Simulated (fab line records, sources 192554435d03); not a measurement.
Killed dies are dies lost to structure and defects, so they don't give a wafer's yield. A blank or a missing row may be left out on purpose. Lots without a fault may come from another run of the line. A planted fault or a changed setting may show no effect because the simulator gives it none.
Which tool did it? | flow n5_finfet | 10 lots, 30 wafers sampled, at 4 steps of a route of 1938

WHAT THE GAUGES READ, wafer by wafer
The record holds no reading of a measuring or inspecting step that can be judged against a usual standard deviation.

WHICH TOOL RAN EACH LOT (tool, then ch and the chambers of the sampled wafers, then the start)
lot  | N5_BEOL_M12_DESCUM_33              | N5_BEOL_M12_ETCH_68                | N5_BEOL_M12_DEP_53              | N5_BEOL_M13_ILD_DEP_00
L173 | rie_diel-06 ch 1,2, day 11 15:41   | rie_diel-06 ch 1,2, day 11 15:52   | pecvd-04 ch 0,2, day 11 18:14   | pecvd-01 ch 0,1,2, day 11 18:22
L172 | rie_diel-04 ch 0,1,3, day 11 17:08 | rie_diel-04 ch 0,1,3, day 11 17:19 | pecvd-04 ch 0,2, day 11 21:54   | pecvd-03 ch 0,1,2, day 11 22:02
L176 | rie_diel-04 ch 1,2,3, day 12 13:38 | rie_diel-04 ch 1,2,3, day 12 13:49 | pecvd-04 ch 0,1,2, day 12 15:56 | pecvd-01 ch 0,1,2, day 12 16:04
L178 | rie_diel-04 ch 0,3, day 13 03:04   | rie_diel-04 ch 0,3, day 13 03:14   | pecvd-03 ch 1,2, day 13 07:53   | pecvd-01 ch 0,1, day 13 08:01
L181 | rie_diel-06 ch 0,1,2, day 13 15:46 | rie_diel-06 ch 0,1,2, day 13 15:57 | pecvd-04 ch 0,2, day 13 22:08   | pecvd-03 ch 0,1,2, day 13 22:16
L179 | rie_diel-03 ch 2,3, day 13 16:22   | rie_diel-03 ch 2,3, day 13 16:32   | pecvd-04 ch 0,1, day 13 21:49   | pecvd-01 ch 1,2, day 13 21:57
L186 | rie_diel-06 ch 1,3, day 14 23:58   | rie_diel-06 ch 1,3, day 15 00:08   | pecvd-04 ch 0,2, day 15 03:56   | pecvd-01 ch 0,1,2, day 15 04:04
L190 | rie_diel-04 ch 0,1,2, day 15 23:34 | rie_diel-04 ch 0,1,2, day 15 23:45 | pecvd-04 ch 0,1, day 16 11:55   | pecvd-03 ch 0,1, day 16 12:02
L189 | rie_diel-06 ch 1,2,3, day 16 11:08 | rie_diel-06 ch 1,2,3, day 16 11:19 | pecvd-04 ch 0,1, day 16 15:21   | pecvd-03 ch 0,1,2, day 16 15:28
L191 | rie_diel-04 ch 0,1,3, day 16 19:52 | rie_diel-04 ch 0,1,3, day 16 20:03 | pecvd-02 ch 0,2, day 17 01:53   | pecvd-03 ch 0,1, day 17 02:01
- N5_BEOL_M12_DESCUM_33: chemistry O2, time 7.9 s.
- N5_BEOL_M12_ETCH_68: etches SOC in N2/H2, time 285 s.
- N5_BEOL_M12_DEP_53: deposits SiCN from 3MS/NH3, target thk 30 nm, time 10.5 s.
- N5_BEOL_M13_ILD_DEP_00: deposits SiOC from DEMS/O2, target thk 837.92 nm, time 166.4 s.

WHAT THE TOOLS THEMSELVES READ (means of the sampled wafers that have a number; where no wafer has one, the mark that the record gives instead)
N5_BEOL_M12_DESCUM_33. Usual: drypump_motor_current_A 5.7 A, standard deviation 0.6; oes_product_au 0.82 a.u., standard deviation 0.069; rf_vpp_V 242.6 V, standard deviation 1.3; showerhead_plenum_p_Torr 2.06 Torr, standard deviation 0.075; temp_c 40.00 C, standard deviation 0.11; throttle_valve_pct 20.44 %, standard deviation 0.19.
lot  | tool        | drypump_motor_current_A (A) | oes_product_au (a.u.) | rf_vpp_V (V) | showerhead_plenum_p_Torr (Torr) | temp_c (C) | throttle_valve_pct (%) | flag
L173 | rie_diel-06 | 5.0                         | 0.76                  | 242.5        | 1.99                            | 40.05      | 20.46                  |
L172 | rie_diel-04 | 5.8                         | 0.79                  | 241.9        | 2.03                            | 39.92      | 20.53                  |
L176 | rie_diel-04 | 5.9                         | 0.86                  | 241.8        | 2.05                            | 39.93      | 20.45                  |
L178 | rie_diel-04 | 5.6                         | 0.75                  | 241.6        | 2.01                            | 40.09      | 20.57                  |
L181 | rie_diel-06 | 5.1                         | 0.84                  | 243.0        | 2.07                            | 39.95      | 20.37                  |
L179 | rie_diel-03 | 5.9                         | 0.84                  | 244.4        | 2.15                            | 40.08      | 20.16                  |
L186 | rie_diel-06 | 6.1                         | 0.83                  | 242.4        | 2.03                            | 40.03      | 20.55                  |
L190 | rie_diel-04 | 5.8                         | 0.78                  | 242.6        | 2.02                            | 40.11      | 20.38                  |
L189 | rie_diel-06 | 5.6                         | 0.83                  | 243.0        | 2.08                            | 39.94      | 20.44                  |
L191 | rie_diel-04 | 5.7                         | 0.75                  | 242.5        | 2.02                            | 39.97      | 20.60                  |

N5_BEOL_M12_ETCH_68. Usual: drypump_motor_current_A 5.7 A, standard deviation 0.61; oes_product_au 0.82 a.u., standard deviation 0.068; rf_vpp_V 522.6 V, standard deviation 2.7; showerhead_plenum_p_Torr 2.50 Torr, standard deviation 0.094; temp_c 40.00 C, standard deviation 0.11; throttle_valve_pct 17.80 %, standard deviation 0.16.
lot  | tool        | drypump_motor_current_A (A) | oes_product_au (a.u.) | rf_vpp_V (V) | showerhead_plenum_p_Torr (Torr) | temp_c (C) | throttle_valve_pct (%) | flag
L173 | rie_diel-06 | 5.0                         | 0.76                  | 520.7        | 2.44                            | 40.01      | 17.96                  |
L172 | rie_diel-04 | 5.7                         | 0.79                  | 521.8        | 2.45                            | 40.02      | 17.78                  |
L176 | rie_diel-04 | 5.9                         | 0.86                  | 522.1        | 2.47                            | 40.00      | 17.70                  |
L178 | rie_diel-04 | 5.5                         | 0.75                  | 520.7        | 2.43                            | 39.93      | 17.88                  |
L181 | rie_diel-06 | 5.2                         | 0.83                  | 523.8        | 2.55                            | 40.00      | 17.84                  |
L179 | rie_diel-03 | 5.9                         | 0.84                  | 525.1        | 2.61                            | 39.98      | 17.49                  |
L186 | rie_diel-06 | 6.1                         | 0.83                  | 521.6        | 2.46                            | 40.04      | 17.81                  |
L190 | rie_diel-04 | 5.8                         | 0.79                  | 521.2        | 2.46                            | 40.07      | 17.74                  |
L189 | rie_diel-06 | 5.7                         | 0.83                  | 523.6        | 2.54                            | 39.94      | 17.84                  |
L191 | rie_diel-04 | 5.8                         | 0.75                  | 519.8        | 2.43                            | 39.93      | 17.84                  |

N5_BEOL_M12_DEP_53. Usual: showerhead_plenum_p_Torr 4.151 Torr, standard deviation 0.024; throttle_valve_pct 17.9 %, standard deviation 1.
lot  | tool     | showerhead_plenum_p_Torr (Torr) | throttle_valve_pct (%) | flag
L173 | pecvd-04 | 4.141                           | 17.5                   |
L172 | pecvd-04 | 4.145                           | 16.7                   |
L176 | pecvd-04 | 4.154                           | 17.6                   |
L178 | pecvd-03 | 4.174                           | 17.6                   |
L181 | pecvd-04 | 4.137                           | 17.5                   |
L179 | pecvd-04 | 4.147                           | 18.3                   |
L186 | pecvd-04 | 4.148                           | 17.0                   |
L190 | pecvd-04 | 4.164                           | 18.1                   |
L189 | pecvd-04 | 4.152                           | 18.2                   |
L191 | pecvd-02 | 4.157                           | 17.6                   |

N5_BEOL_M13_ILD_DEP_00. Usual: heater_power_w 469 W, standard deviation 73; showerhead_plenum_p_Torr 5.690 Torr, standard deviation 0.015; susceptor_temp_C 350.02 C, standard deviation 0.2; throttle_valve_pct 12.1 %, standard deviation 0.59.
lot  | tool     | heater_power_w (W) | showerhead_plenum_p_Torr (Torr) | susceptor_temp_C (C) | throttle_valve_pct (%) | flag
L173 | pecvd-01 | 406                | 5.681                           | 350.07               | 12.3                   |
L172 | pecvd-03 | 538                | 5.706                           | 350.02               | 12.0                   |
L176 | pecvd-01 | 381                | 5.692                           | 350.19               | 12.3                   |
L178 | pecvd-01 | 378                | 5.680                           | 350.10               | 12.2                   |
L181 | pecvd-03 | 462                | 5.699                           | 349.96               | 12.3                   |
L179 | pecvd-01 | 373                | 5.687                           | 353.43               | 11.9                   | OFF
L186 | pecvd-01 | 386                | 5.687                           | 353.35               | 12.2                   | OFF
L190 | pecvd-03 | 484                | 5.693                           | 349.71               | 12.6                   |
L189 | pecvd-03 | 539                | 5.695                           | 349.85               | 12.1                   |
L191 | pecvd-03 | 528                | 5.707                           | 349.88               | 12.6                   |

THE ANSWER, worked out from the rows above alone
Rule: a lot is off if the mean of its wafers that have a number lies more than 3 standard deviations from the usual mean. A lot without any number at a reading at which 4 lots or more have one is off too. The other lots that the step has rows for count as sound. The gauges are gone through in route order, then the tools' own readings, and for those a lot's mean is taken as printed above. The first step at which some lot is off is used, and at that step the reading that is off furthest; a lot without a number counts as furthest.
Off: L179, L186, at N5_BEOL_M13_ILD_DEP_00 (susceptor_temp_C).
A tool fits if, at that step or a process step before it, it ran every lot that is off, and no sound lot after the first of them. One fits: pecvd-01 at N5_BEOL_M13_ILD_DEP_00. Its last sound lot is L178 (day 13 08:01), its first lot that is off L179 (day 13 21:57): a fault that began between those two fits.
The tool's own readings at N5_BEOL_M13_ILD_DEP_00 bear it out: on the lots that are off they differ by more than 5 times the standard deviation of the sound lots' means. susceptor_temp_C reads 353.39 C there against 349.97 C on the sound lots.

WHAT THE SIMULATOR HAD PUT IN
Process parameter drift: pecvd-01, from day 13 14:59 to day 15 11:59, at N5_BEOL_M13_ILD_DEP_00. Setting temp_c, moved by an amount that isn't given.
Lots struck among those shown: L179, L186. The rule above found the same.
